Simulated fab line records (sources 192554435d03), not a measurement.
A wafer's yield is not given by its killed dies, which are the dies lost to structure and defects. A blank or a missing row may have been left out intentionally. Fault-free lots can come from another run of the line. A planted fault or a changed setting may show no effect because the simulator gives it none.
Matching of chambers | flow n5_finfet | N5_BEOL_M5_PECVD_70 on pecvd-03 has 3 sister chambers
The step deposits SiO2 from TEOS/O2, target thk 16 nm, time 18 s. 6 wafers are shown with their chamber, then 9 later ones without.

WAFERS, EACH WITH ITS CHAMBER
wafer  | chamber | throttle_valve_pct (%) | showerhead_plenum_p_Torr (Torr)
L079.4 | 0       | 22.6                   | 8.76
L083.4 | 0       | 22.7                   | 8.75
L083.6 | 1       | 23.1                   | 8.72
L087.1 | 2       | 20.3                   | 8.86
L087.2 | 1       | 23.3                   | 8.72
L087.5 | 2       | 20.3                   | 8.83

WAFERS WITHOUT THEIR CHAMBER
wafer  | throttle_valve_pct (%) | showerhead_plenum_p_Torr (Torr)
L086.1 | 22.8                   | 8.78
L086.5 | 22.8                   | 8.76
L086.6 | 20.5                   | 8.86
L092.1 | 22.7                   | 8.77
L092.2 | 23.2                   | 8.73
L092.6 | 20.5                   | 8.88
L093.1 | 23.5                   | 8.74
L093.4 | 23.4                   | 8.75
L093.6 | 23.0                   | 8.76

CHAMBER TAKEN BY EACH
wafer  | from the rows above     | in truth
L086.1 | 0                       | 0
L086.5 | 0                       | 0
L086.6 | 2                       | 2
L092.1 | 0                       | 0
L092.2 | 1                       | 1
L092.6 | 2                       | 2
L093.1 | 1                       | 1
L093.4 | 1                       | 1
L093.6 | can't be placed: 1 or 0 | 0
8 of 9 placed correctly. Cannot be placed on the basis of these rows: 1; the candidates contain the true chamber in 1. Placed wrongly: 0.
How it was worked out, from the rows above alone: a wafer's distance from a chamber is the root of the sum, over the readings, of the square of ((its reading less the chamber's mean) divided by the reading's scatter). If the next closest chamber is less than 2 further off than the closest, the wafer can't be placed; otherwise it belongs to the closest. For every chamber, the mean is computed from those of its wafers that are shown. The scatter: take each reading less its chamber's mean, square it, sum over the shown wafers, divide by the number of wafers less the number of chambers, and take the root.
